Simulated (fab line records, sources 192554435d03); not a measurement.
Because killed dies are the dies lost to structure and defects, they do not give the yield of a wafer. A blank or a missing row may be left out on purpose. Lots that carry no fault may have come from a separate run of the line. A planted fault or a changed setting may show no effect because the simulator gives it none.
fab line records	flow n5_finfet
record lots=24	wafers=72	last_day=17
route steps=1938 shown DUMMY_GATE@243 SD_EPI_N@293 ILD0@340
lots that met no fault: from a run of the same line without faults
start_h: hours from the record's first day to the start of the lot's first wafer shown	wait_h: how many hours have passed since the lot's step before this one	" repeats the value in the row above	L1.1+2: a single row standing in for several wafers	- no value, or no start was given	* or withheld: withheld	< > ~ a bound
route shown NAME@n: names a module that has steps shown in the file, with the first one's number in the route	usual: average and standard deviation across the fault-free wafers	same: alike in all rows	chamber/n: place in a boat	sites: per-site readings	_std_site: standard deviation across them	_edge_site: outer sites' mean less inner sites'	radius_mm: how far each site lies from the wafer's centre	mask NAME#n: copy n	behind: tool/chamber where the wafer was last shaped	hold: cause of the lot's hold/its duration in hours/its outcome	device: names the non-switching transistor (n, p or np)	end of line: tests run on the same wafers once the route is complete	a step without rows: its recipe alone	killed: the dies lost at the first sort to structure and to defects; this is not the yield of the wafer	map: per-die view of a wafer (x killed, . not killed, _ where there is no die)
set.NAME: the setting the step ran with; set.NAME@STEP: the setting that earlier step ran with	model.NAME: the simulator's own value behind a step, which no gauge read
a sample of lots followed through the steps of the route, with each step as a table and each wafer as a row
services: from which hour (start_h, from the record's first day; less than 0 if before it) a tool's chamber was out of use, for how many hours, and why
## steps
# step N5_DUMMY_GATE_ETCH_31
# recipe chemistry=C4F6/O2	target=SiO2	mask_material=SOC	target_depth_a=825	time_s=27.5	ion_energy_ev=250	pressure_mtorr=30	source_w=345	bias_w=185	Ar_flow_sccm=300	C4F6_flow_sccm=10	O2_flow_sccm=10
# usual bias_w=185.1/0.53	drypump_motor_current_A=5.9/0.47	oes_product_au=0.79/0.1	rf_vpp_V=676/22	showerhead_plenum_p_Torr=2.86/0.079	throttle_valve_pct=21.13/0.26
lot.wafer	tool	chamber	start_h	wait_h	bias_w	drypump_motor_current_A	oes_product_au	rf_hours_counter_h	rf_vpp_V	showerhead_plenum_p_Torr	throttle_valve_pct
L074.2	rie_diel-03	3	48.71	0.4	184.1	5.7	0.70	174	675	2.94	21.25
L074.4	"	0	"	"	185.2	6.2	0.70	216	686	2.79	20.91
L074.5	"	3	"	"	184.6	5.7	0.71	-	675	2.94	21.27
L075.1	rie_diel-02	1	51.75	0.0	184.8	6.7	0.86	53	718	2.88	20.81
L075.2	"	3	"	"	185.6	5.2	0.93	10	643	2.80	20.90
L075.5	"	0	"	"	185.1	6.3	0.71	-	661	2.97	20.94
L076.3	rie_diel-02	1	60.55	0.0	185.9	6.6	0.85	56	716	2.88	20.81
L076.5	"	2	"	"	184.8	6.1	0.71	-	680	2.82	21.55
L076.6	"	1	"	"	186.2	6.6	0.84	-	717	2.88	20.82
L077.2	rie_diel-02	2	65.27	0.2	185.6	6.2	0.71	217	682	2.82	21.55
L077.3	"	3	"	"	185.5	5.3	0.92	15	644	2.79	20.91
L077.4	"	1	"	"	184.8	6.6	0.84	58	718	2.88	20.82
L078.2	rie_diel-02	3	72.98	0.0	184.8	5.3	0.91	17	644	2.79	20.93
L078.3	"	2	"	"	183.7	6.1	0.70	220	681	2.82	21.56
L078.4	"	0	"	"	185.0	6.2	0.70	180	660	2.96	20.96
L079.2	rie_diel-06	2	79.56	0.0	184.9	5.4	0.76	130	696	2.84	21.30
L079.3	"	1	"	"	185.0	5.5	0.70	236	673	2.81	21.23
L079.6	"	2	"	"	184.5	5.4	0.77	-	693	2.84	21.32
L080.3	rie_diel-03	3	81.50	0.0	184.6	5.7	0.70	185	676	2.94	21.26
L080.4	"	1	"	"	184.7	5.7	0.77	142	649	2.73	21.37
L080.6	"	0	"	"	185.4	6.2	0.70	-	687	2.79	20.92
L081.3	rie_diel-02	1	89.99	0.0	184.4	6.6	0.83	65	718	2.88	20.82
L081.4	"	0	"	"	184.6	6.3	0.70	184	660	2.96	20.96
L081.6	"	2	"	"	184.7	6.1	0.70	-	682	2.82	21.56
L082.1	rie_diel-02	1	93.52	0.1	184.4	6.6	0.84	66	718	2.88	20.83
L082.2	"	0	"	"	184.9	6.3	0.70	185	659	2.96	20.98
L082.3	"	3	"	"	185.1	5.3	0.90	23	645	2.79	20.93
L083.2	rie_diel-02	2	100.47	0.1	185.4	6.1	0.69	228	680	2.82	21.58
L083.5	"	0	"	"	185.5	6.3	0.70	-	661	2.96	20.97
L083.6	"	1	"	"	184.8	6.6	0.82	-	718	2.87	20.82
L084.2	rie_diel-06	2	106.71	0.0	185.7	5.3	0.77	137	695	2.84	21.33
L084.3	"	0	"	"	184.4	6.1	0.86	55	656	2.91	21.39
L084.4	"	1	"	"	184.8	5.5	0.70	244	675	2.80	21.24
L085.1	rie_diel-03	0	116.26	0.1	184.4	6.2	0.69	237	686	2.78	20.95
L085.4	"	2	"	"	184.4	6.6	0.67	244	690	2.92	21.34
L085.5	"	3	"	"	185.9	5.7	0.69	-	675	2.94	21.27
L086.1	rie_diel-03	2	122.50	0.0	185.0	6.6	0.67	246	690	2.92	21.35
L086.2	"	1	"	"	185.0	5.7	0.77	154	651	2.73	21.39
L086.6	"	3	"	"	184.7	5.7	0.68	-	675	2.93	21.27
L087.1	rie_diel-03	1	130.73	0.2	184.8	5.7	0.76	157	650	2.73	21.41
L087.2	"	0	"	"	185.5	6.2	0.69	242	687	2.78	20.96
L087.4	"	3	"	"	185.1	5.7	0.69	198	675	2.93	21.26
L088.2	rie_diel-06	0	133.88	0.0	184.9	6.1	0.86	64	655	2.90	21.41
L088.5	"	3	"	"	185.1	5.4	0.93	-	683	3.03	20.94
L088.6	"	0	"	"	184.5	6.0	0.85	-	654	2.90	21.42
L089.1	rie_diel-02	1	145.24	0.0	184.2	6.6	0.80	80	716	2.87	20.85
L089.4	"	3	"	"	185.8	5.3	0.86	38	644	2.78	20.94
L089.6	"	0	"	"	185.8	6.3	0.69	-	659	2.95	20.98
L090.1	rie_diel-02	1	152.94	0.1	183.6	6.6	0.81	82	717	2.87	20.84
L090.3	"	2	"	"	184.7	6.1	0.69	244	681	2.81	21.59
L090.5	"	3	"	"	185.3	5.3	0.86	-	644	2.78	20.93
L091.2	rie_diel-06	1	156.75	0.1	185.6	5.5	1.00	2	673	2.80	20.97
L091.4	"	3	"	"	185.1	5.4	0.90	29	682	3.02	20.94
L091.6	"	0	"	"	185.4	6.0	0.84	-	653	2.90	21.42
L092.2	rie_diel-06	0	160.91	0.0	184.8	6.1	0.84	74	654	2.90	21.41
L092.4	"	2	"	"	186.1	5.3	0.74	156	696	2.83	21.34
L092.6	"	0	"	"	185.1	6.1	0.84	-	655	2.90	21.42
L093.2	rie_diel-06	2	162.73	0.2	185.1	5.3	0.74	156	696	2.83	21.36
L093.3	"	1	"	"	185.9	5.5	0.98	4	672	2.80	20.94
L093.5	"	0	"	"	185.4	6.1	0.83	-	654	2.90	21.41
L094.1	rie_diel-03	2	170.90	0.0	184.8	6.6	0.95	8	690	2.91	20.91
L094.5	"	2	"	"	185.3	6.6	0.95	-	690	2.91	20.90
L094.6	"	1	"	"	185.4	5.7	0.75	-	648	2.72	21.41
L095.1	rie_diel-03	1	173.69	0.0	186.1	5.7	0.75	173	650	2.72	21.44
L095.2	"	2	"	"	185.4	6.6	0.95	9	691	2.91	20.93
L095.5	"	3	"	"	185.0	5.7	0.68	-	674	2.93	21.30
L096.2	rie_diel-02	3	180.65	0.1	185.1	5.2	0.84	52	643	2.78	20.97
L096.4	"	3	"	"	185.7	5.3	0.84	-	643	2.78	20.97
L096.6	"	1	"	"	185.1	6.6	0.80	-	718	2.86	20.85
L097.3	rie_diel-03	1	183.81	0.0	185.0	5.7	0.75	176	650	2.72	21.43
L097.5	"	3	"	"	185.4	5.7	0.67	-	676	2.92	21.33
L097.6	"	2	"	"	185.6	6.6	0.94	-	689	2.91	20.91
# step N5_DUMMY_GATE_ETCH_23
# recipe chemistry=HBr/Cl2/O2	HBr_flow_sccm=150	Cl2_flow_sccm=80	O2_flow_sccm=12	bias_w=102	target_depth_a=410	time_s=22.3	target=poly-Si	mask_material=SiO2	pressure_mtorr=10	icp_w=800
# usual bias_w=102.0/0.3	drypump_motor_current_A=5.8/0.4	oes_product_au=1.009/0.021	throttle_valve_pct=37.2/0.31
lot.wafer	tool	chamber	start_h	wait_h	bias_w	drypump_motor_current_A	oes_product_au	rf_hours_counter_h	throttle_valve_pct
L074.2	rie_si-04	1	48.99	0.0	102.5	6.5	1.039	158	37.3
L074.4	"	2	"	"	102.0	6.1	1.036	193	37.1
L074.5	"	1	"	"	102.2	6.5	1.018	-	37.3
L075.1	rie_si-04	0	52.03	0.0	102.2	5.5	1.039	162	36.9
L075.2	"	1	"	"	102.1	6.6	1.024	158	37.3
L075.5	"	0	"	"	102.1	5.5	1.033	-	36.9
L076.3	rie_si-04	1	60.83	0.0	101.5	6.6	1.031	158	37.3
L076.5	"	1	"	"	101.9	6.6	1.028	-	37.2
L076.6	"	0	"	"	102.7	5.5	1.035	-	36.9
L077.2	rie_si-05	3	65.55	0.0	101.5	5.8	0.978	126	37.6
L077.3	"	1	"	"	102.3	5.4	1.018	2	37.7
L077.4	"	2	"	"	102.2	5.1	0.998	165	37.3
L078.2	rie_si-04	2	73.26	0.0	101.8	6.0	1.031	194	37.1
L078.3	"	1	"	"	102.2	6.6	1.021	159	37.3
L078.4	"	3	"	"	102.4	5.9	0.983	114	37.6
L079.2	rie_si-04	3	79.84	0.0	101.8	5.8	0.982	115	37.6
L079.3	"	2	"	"	101.6	6.1	1.019	194	37.1
L079.6	"	3	"	"	102.3	5.9	0.993	-	37.6
L080.3	rie_si-05	1	81.77	0.0	101.7	5.5	1.028	2	37.7
L080.4	"	0	"	"	102.4	6.0	1.034	50	37.1
L080.6	"	3	"	"	102.0	5.8	1.002	-	37.6
L081.3	rie_si-04	0	90.26	0.0	102.0	5.5	1.023	163	36.9
L081.4	"	0	"	"	101.9	5.5	1.021	-	36.9
L081.6	"	3	"	"	102.2	5.8	0.981	-	37.6
L082.1	rie_si-04	0	93.80	0.0	101.7	5.5	1.006	163	36.9
L082.2	"	2	"	"	102.0	6.1	1.033	194	37.1
L082.3	"	3	"	"	102.2	5.8	0.982	115	37.6
L083.2	rie_si-05	0	100.75	0.0	101.6	5.9	1.010	51	37.1
L083.5	"	2	"	"	102.4	5.1	0.994	-	37.3
L083.6	"	1	"	"	101.7	5.5	1.020	-	37.7
L084.2	rie_si-05	2	106.99	0.0	102.0	5.1	0.991	166	37.3
L084.3	"	3	"	"	101.8	5.8	0.985	127	37.6
L084.4	"	1	"	"	102.4	5.5	1.025	2	37.7
L085.1	rie_si-04	3	116.54	0.0	102.1	5.8	0.973	115	37.6
L085.4	"	0	"	"	102.0	5.5	1.024	163	36.9
L085.5	"	0	"	"	101.7	5.5	1.026	-	36.9
L086.1	rie_si-05	1	122.78	0.0	102.1	5.5	1.035	3	37.7
L086.2	"	3	"	"	101.8	5.9	0.993	127	37.6
L086.6	"	0	"	"	102.0	5.9	1.016	-	37.1
L087.1	rie_si-04	3	131.01	0.0	102.4	5.8	0.983	116	37.6
L087.2	"	2	"	"	101.3	6.1	1.042	195	37.1
L087.4	"	0	"	"	102.4	5.5	1.028	163	36.9
L088.2	rie_si-02	0	134.16	0.0	101.6	5.4	1.007	36	37.9
L088.5	"	1	"	"	102.6	5.7	0.989	-	37.6
L088.6	"	2	"	"	101.8	5.9	0.969	-	37.1
L089.1	rie_si-05	1	145.52	0.0	102.1	5.5	1.006	3	37.7
L089.4	"	2	"	"	102.2	5.1	0.998	166	37.3
L089.6	"	0	"	"	101.9	5.9	1.001	-	37.1
L090.1	rie_si-04	0	153.22	0.0	102.1	5.5	1.031	164	36.9
L090.3	"	1	"	"	101.8	6.6	1.009	160	37.3
L090.5	"	2	"	"	101.9	6.0	1.016	-	36.8
L091.2	rie_si-02	0	157.03	0.0	102.0	5.4	1.031	37	37.9
L091.4	"	3	"	"	101.9	5.3	1.006	27	36.6
L091.6	"	2	"	"	102.0	5.9	0.969	-	37.1
L092.2	rie_si-04	2	161.19	0.0	101.8	6.1	1.003	0	36.8
L092.4	"	0	"	"	101.6	5.5	1.032	164	36.9
L092.6	"	2	"	"	101.6	6.1	1.022	-	36.8
L093.2	rie_si-04	3	163.01	0.0	102.4	5.8	0.965	116	37.6
L093.3	"	0	"	"	101.8	5.5	1.024	164	36.9
L093.5	"	2	"	"	101.8	6.1	1.007	-	36.8
L094.1	rie_si-04	2	171.18	0.0	102.1	6.1	1.018	0	36.8
L094.5	"	2	"	"	101.9	6.1	1.021	-	36.8
L094.6	"	1	"	"	101.8	6.6	1.015	-	37.3
L095.1	rie_si-05	2	173.97	0.0	101.5	5.1	0.996	167	37.3
L095.2	"	3	"	"	102.2	5.8	0.990	128	37.6
L095.5	"	3	"	"	101.9	5.9	0.985	-	37.6
L096.2	rie_si-04	2	180.93	0.0	101.9	6.0	1.024	1	36.8
L096.4	"	1	"	"	102.4	6.6	1.024	160	37.3
L096.6	"	2	"	"	102.1	6.1	1.016	-	36.8
L097.3	rie_si-04	3	184.09	0.0	101.9	5.8	0.970	117	37.6
L097.5	"	2	"	"	102.1	6.1	1.020	-	36.8
L097.6	"	3	"	"	102.1	5.8	0.971	-	37.6
# step N5_DUMMY_GATE_INSPECT_27
# recipe inspect_instrument=brightfield	mode=aei
# usual raw_defect_count=309/81
lot.wafer	tool	chamber	start_h	wait_h	raw_defect_count
L074.2	defect_inspect-02	-	49.46	0.0	376
L074.4	"	-	"	"	241
L074.5	"	-	"	"	427
L075.1	defect_inspect-01	-	52.48	0.0	254
L075.2	"	-	"	"	405
L075.5	"	-	"	"	285
L076.3	defect_inspect-01	-	61.29	0.0	300
L076.5	"	-	"	"	422
L076.6	"	-	"	"	400
L077.2	defect_inspect-01	-	66.15	0.0	260
L077.3	"	-	"	"	250
L077.4	"	-	"	"	178
L078.2	defect_inspect-01	-	73.73	0.0	288
L078.3	"	-	"	"	497
L078.4	"	-	"	"	451
L079.2	defect_inspect-01	-	80.29	0.0	259
L079.3	"	-	"	"	275
L079.6	"	-	"	"	225
L080.3	defect_inspect-02	-	82.23	0.0	208
L080.4	"	-	"	"	221
L080.6	"	-	"	"	339
L081.3	defect_inspect-02	-	90.72	0.0	347
L081.4	"	-	"	"	254
L081.6	"	-	"	"	339
L082.1	defect_inspect-01	-	94.25	0.0	233
L082.2	"	-	"	"	216
L082.3	"	-	"	"	201
L083.2	defect_inspect-02	-	101.20	0.0	281
L083.5	"	-	"	"	352
L083.6	"	-	"	"	306
L084.2	defect_inspect-01	-	107.44	0.0	195
L084.3	"	-	"	"	295
L084.4	"	-	"	"	226
L085.1	defect_inspect-02	-	117.00	0.0	479
L085.4	"	-	"	"	310
L085.5	"	-	"	"	414
L086.1	defect_inspect-01	-	123.23	0.0	287
L086.2	"	-	"	"	369
L086.6	"	-	"	"	294
L087.1	defect_inspect-02	-	131.69	0.0	329
L087.2	"	-	"	"	186
L087.4	"	-	"	"	247
L088.2	defect_inspect-02	-	134.61	0.0	298
L088.5	"	-	"	"	388
L088.6	"	-	"	"	290
L089.1	defect_inspect-01	-	145.97	0.0	233
L089.4	"	-	"	"	267
L089.6	"	-	"	"	332
L090.1	defect_inspect-02	-	153.77	0.0	245
L090.3	"	-	"	"	285
L090.5	"	-	"	"	354
L091.2	defect_inspect-01	-	157.48	0.0	266
L091.4	"	-	"	"	441
L091.6	"	-	"	"	337
L092.2	defect_inspect-01	-	161.64	0.0	327
L092.4	"	-	"	"	294
L092.6	"	-	"	"	243
L093.2	defect_inspect-02	-	163.51	0.0	466
L093.3	"	-	"	"	258
L093.5	"	-	"	"	362
L094.1	defect_inspect-02	-	171.63	0.0	302
L094.5	"	-	"	"	331
L094.6	"	-	"	"	310
L095.1	defect_inspect-01	-	174.53	0.0	277
L095.2	"	-	"	"	283
L095.5	"	-	"	"	167
L096.2	defect_inspect-02	-	181.38	0.0	206
L096.4	"	-	"	"	264
L096.6	"	-	"	"	201
L097.3	defect_inspect-02	-	184.54	0.0	365
L097.5	"	-	"	"	361
L097.6	"	-	"	"	391
# step N5_SD_EPI_N_LINER_46
# recipe material=SiNx	target_thk_a=30	temp_c=400	ald_precursor_family=SiH2I2	ald_co_reactant=N2/H2-plasma	pressure_torr=2
# usual heater_power_w=876/77
lot.wafer	tool	chamber	start_h	wait_h	heater_power_w
L074.2	ald_sin-03	3	55.93	0.1	825
L074.4	"	2	"	"	862
L074.5	"	0	"	"	827
L075.1	ald_sin-03	3	58.34	0.2	802
L075.2	"	1	"	"	806
L075.5	"	2	"	"	875
L076.3	ald_sin-04	0	65.95	0.1	1071
L076.5	"	2	"	"	938
L076.6	"	3	"	"	935
L077.2	ald_sin-02	2	71.03	0.1	874
L077.3	"	0	"	"	930
L077.4	"	1	"	"	774
L078.2	ald_sin-04	3	78.64	0.1	946
L078.3	"	1	"	"	802
L078.4	"	0	"	"	1036
L079.2	ald_sin-04	1	84.95	0.1	802
L079.3	"	2	"	"	943
L079.6	"	0	"	"	1051
L080.3	ald_sin-03	3	87.41	0.2	822
L080.4	"	0	"	"	871
L080.6	"	1	"	"	815
L081.3	ald_sin-03	3	96.05	0.1	784
L081.4	"	0	"	"	828
L081.6	"	3	"	"	800
L082.1	ald_sin-04	3	99.79	0.9	979
L082.2	"	2	"	"	929
L082.3	"	0	"	"	1041
L083.2	ald_sin-03	0	105.92	0.2	879
L083.5	"	2	"	"	869
L083.6	"	1	"	"	822
L084.2	ald_sin-03	3	112.12	0.1	823
L084.3	"	1	"	"	824
L084.4	"	2	"	"	876
L085.1	ald_sin-02	2	121.84	0.2	892
L085.4	"	0	"	"	890
L085.5	"	2	"	"	894
L086.1	ald_sin-02	3	129.08	0.3	827
L086.2	"	1	"	"	763
L086.6	"	0	"	"	872
L087.1	ald_sin-04	2	137.39	0.3	920
L087.2	"	1	"	"	822
L087.4	"	0	"	"	1043
L088.2	ald_sin-02	0	139.43	0.3	882
L088.5	"	3	"	"	836
L088.6	"	2	"	"	875
L089.1	ald_sin-04	0	151.37	0.2	1057
L089.4	"	1	"	"	818
L089.6	"	0	"	"	1058
L090.1	ald_sin-02	0	158.64	0.2	862
L090.3	"	2	"	"	884
L090.5	"	1	"	"	770
L091.2	ald_sin-02	3	162.57	0.1	843
L091.4	"	1	"	"	756
L091.6	"	0	"	"	869
L092.2	ald_sin-02	3	167.24	0.1	832
L092.4	"	2	"	"	904
L092.6	"	2	"	"	889
L093.2	ald_sin-04	1	168.92	0.1	834
L093.3	"	0	"	"	1035
L093.5	"	1	"	"	818
L094.1	ald_sin-04	2	176.54	0.3	927
L094.5	"	2	"	"	941
L094.6	"	1	"	"	805
L095.1	ald_sin-02	1	180.74	1.2	759
L095.2	"	0	"	"	857
L095.5	"	3	"	"	828
L096.2	ald_sin-03	3	188.23	0.2	799
L096.4	"	1	"	"	840
L096.6	"	2	"	"	866
L097.3	ald_sin-04	0	191.34	0.1	1001
L097.5	"	1	"	"	847
L097.6	"	0	"	"	1035
# step N5_ILD0_CMP_07
# recipe stop_on=poly-Si	material=SiO2_flowable	t_overpolish_s=1.18	post_cmp_clean=alkaline_brush	down_force_psi=4.1491	platen_rpm=51.796	pad_velocity_m_s=1.0306	target_thk_nm=138.88
# usual motor_current_A=12.8/1.3
lot.wafer	tool	chamber	start_h	wait_h	motor_current_A
L074.4	cmp-01	0	64.56	0.3	13.3
L074.2	"	2	"	"	13.4
L074.5	"	1	"	"	11.7
L075.1	cmp-03	0	66.91	0.1	14.3
L075.2	"	2	"	"	14.1
L075.5	"	0	"	"	15.0
L076.3	cmp-04	1	73.96	0.1	10.2
L076.5	"	0	"	"	10.8
L076.6	"	1	"	"	11.3
L077.3	cmp-03	3	78.97	0.0	14.6
L077.4	"	0	"	"	15.1
L077.2	"	2	"	"	13.6
L078.4	cmp-04	3	86.46	0.0	13.9
L078.3	"	0	"	"	11.9
L078.2	"	2	"	"	12.5
L079.2	cmp-01	1	93.21	0.1	11.0
L079.3	"	3	"	"	13.2
L079.6	"	1	"	"	11.6
L080.4	cmp-01	0	95.52	0.0	14.2
L080.3	"	2	"	"	13.7
L080.6	"	0	"	"	14.4
L081.4	cmp-04	0	104.59	0.2	12.0
L081.3	"	1	"	"	10.2
L081.6	"	3	"	"	13.5
L082.2	cmp-04	0	107.74	0.0	10.9
L082.3	"	1	"	"	11.0
L082.1	"	2	"	"	12.7
L083.2	cmp-03	1	114.02	0.1	11.9
L083.5	"	3	"	"	14.9
L083.6	"	0	"	"	14.9
L084.2	cmp-03	2	120.32	0.1	14.0
L084.4	"	3	"	"	13.8
L084.3	"	0	"	"	14.4
L085.1	cmp-03	1	130.86	0.0	11.4
L085.4	"	2	"	"	13.3
L085.5	"	2	"	"	14.3
L086.1	cmp-03	1	137.80	0.0	12.0
L086.2	"	2	"	"	13.5
L086.6	"	1	"	"	11.7
L087.4	cmp-04	3	146.87	0.0	13.5
L087.1	"	0	"	"	11.9
L087.2	"	2	"	"	12.5
L088.2	cmp-04	3	147.74	0.1	13.4
L088.6	"	2	"	"	12.6
L088.5	"	3	"	"	14.1
L089.1	cmp-01	1	160.47	0.1	12.3
L089.4	"	2	"	"	13.3
L089.6	"	1	"	"	11.1
L090.3	cmp-01	3	166.58	0.0	12.9
L090.1	"	1	"	"	11.2
L090.5	"	3	"	"	13.9
L091.2	cmp-04	2	171.03	0.1	12.8
L091.4	"	3	"	"	13.9
L091.6	"	0	"	"	11.2
L092.2	cmp-04	2	175.38	0.0	12.5
L092.4	"	0	"	"	11.6
L092.6	"	3	"	"	14.7
L093.3	cmp-04	0	177.52	0.1	11.7
L093.2	"	1	"	"	11.1
L093.5	"	0	"	"	11.1
L094.1	cmp-01	0	186.05	0.1	13.4
L094.5	"	2	"	"	13.7
L094.6	"	3	"	"	12.9
L095.2	cmp-04	1	188.82	0.1	10.7
L095.1	"	2	"	"	13.1
L095.5	"	0	"	"	11.0
L096.4	cmp-01	1	198.94	0.0	12.1
L096.2	"	0	"	"	13.0
L096.6	"	1	"	"	11.8
L097.3	cmp-01	1	200.94	0.0	12.1
L097.6	"	1	"	"	11.4
L097.5	"	2	"	"	13.2
# step N5_ILD0_THK_MEAS_13
# usual thk_nm=17.4/1.5
lot.wafer	tool	chamber	start_h	wait_h	thk_nm
L074.2	film_metro-02	-	68.06	-	17.7
L074.4	"	-	"	"	17.7
L074.5	"	-	"	"	18.1
L075.1	film_metro-01	-	70.40	-	16.4
L075.2	"	-	"	"	14.8
L075.5	"	-	"	"	17.0
L076.3	film_metro-02	-	77.46	-	18.6
L076.5	"	-	"	"	16.7
L076.6	"	-	"	"	16.5
L077.2	film_metro-01	-	82.48	-	16.0
L077.3	"	-	"	"	17.3
L077.4	"	-	"	"	16.2
L078.2	film_metro-01	-	90.28	-	16.5
L078.3	"	-	"	"	16.6
L078.4	"	-	"	"	17.1
L079.2	film_metro-01	-	96.73	-	16.2
L079.3	"	-	"	"	17.0
L079.6	"	-	"	"	17.9
L080.3	film_metro-02	-	99.52	-	16.7
L080.4	"	-	"	"	16.2
L080.6	"	-	"	"	14.7
L081.3	film_metro-02	-	108.06	-	19.1
L081.4	"	-	"	"	20.2
L081.6	"	-	"	"	20.4
L082.1	film_metro-02	-	111.24	-	17.2
L082.2	"	-	"	"	17.4
L082.3	"	-	"	"	17.5
L083.2	film_metro-01	-	117.46	-	16.1
L083.5	"	-	"	"	18.4
L083.6	"	-	"	"	21.3
L084.2	film_metro-02	-	123.83	-	19.3
L084.3	"	-	"	"	19.9
L084.4	"	-	"	"	17.1
L085.1	film_metro-02	-	134.37	-	15.2
L085.4	"	-	"	"	18.9
L085.5	"	-	"	"	16.0
L086.1	film_metro-01	-	141.30	-	15.4
L086.2	"	-	"	"	15.7
L086.6	"	-	"	"	17.3
L087.1	film_metro-01	-	150.38	-	18.4
L087.2	"	-	"	"	17.2
L087.4	"	-	"	"	17.7
L088.2	film_metro-01	-	151.21	-	20.2
L088.5	"	-	"	"	19.0
L088.6	"	-	"	"	17.1
L089.1	film_metro-01	-	163.94	-	15.2
L089.4	"	-	"	"	18.2
L089.6	"	-	"	"	20.3
L090.1	film_metro-01	-	170.41	-	17.2
L090.3	"	-	"	"	16.4
L090.5	"	-	"	"	17.2
L091.2	film_metro-01	-	174.47	-	16.5
L091.4	"	-	"	"	18.4
L091.6	"	-	"	"	16.3
L092.2	film_metro-02	-	178.89	-	17.6
L092.4	"	-	"	"	17.8
L092.6	"	-	"	"	17.7
L093.2	film_metro-02	-	181.10	-	16.3
L093.3	"	-	"	"	18.2
L093.5	"	-	"	"	19.4
L094.1	film_metro-02	-	189.48	-	18.7
L094.5	"	-	"	"	17.0
L094.6	"	-	"	"	19.9
L095.1	film_metro-01	-	192.25	-	15.0
L095.2	"	-	"	"	15.1
L095.5	"	-	"	"	16.4
L096.2	film_metro-02	-	202.45	-	17.3
L096.4	"	-	"	"	17.7
L096.6	"	-	"	"	17.9
L097.3	film_metro-02	-	204.54	-	18.5
L097.5	"	-	"	"	18.2
L097.6	"	-	"	"	18.4
## services
tool	chamber	start_h	hours	kind
cmp-01	-	26.34	0.4	repair
cmp-01	-	30.12	1.5	repair
rie_si-04	2	32.75	1.8	repair
rie_diel-03	1	38.14	5.2	repair
rie_diel-03	-	41.84	0.5	repair
ald_sin-02	2	43.84	3.8	repair
rie_diel-02	2	45.01	8.6	repair
ald_sin-02	-	46.94	2.8	pm
cmp-01	-	48.86	4.0	pm
ald_sin-04	-	51.51	0.8	pm
cmp-04	-	74.21	7.2	pm
rie_si-04	1	78.23	16.9	repair
rie_si-04	-	81.21	2.8	pm
cmp-01	-	83.26	0.6	repair
ald_sin-02	-	87.31	14.0	pm
rie_diel-03	3	88.50	7.6	repair
cmp-01	-	101.37	3.6	repair
cmp-04	-	108.73	0.6	repair
cmp-04	-	128.38	4.0	pm
rie_diel-02	-	142.37	0.3	repair
ald_sin-04	-	176.76	14.0	pm
cmp-04	-	177.98	8.8	pm
cmp-01	-	180.63	0.8	repair
rie_si-04	0	181.61	7.6	repair
## key
fault none
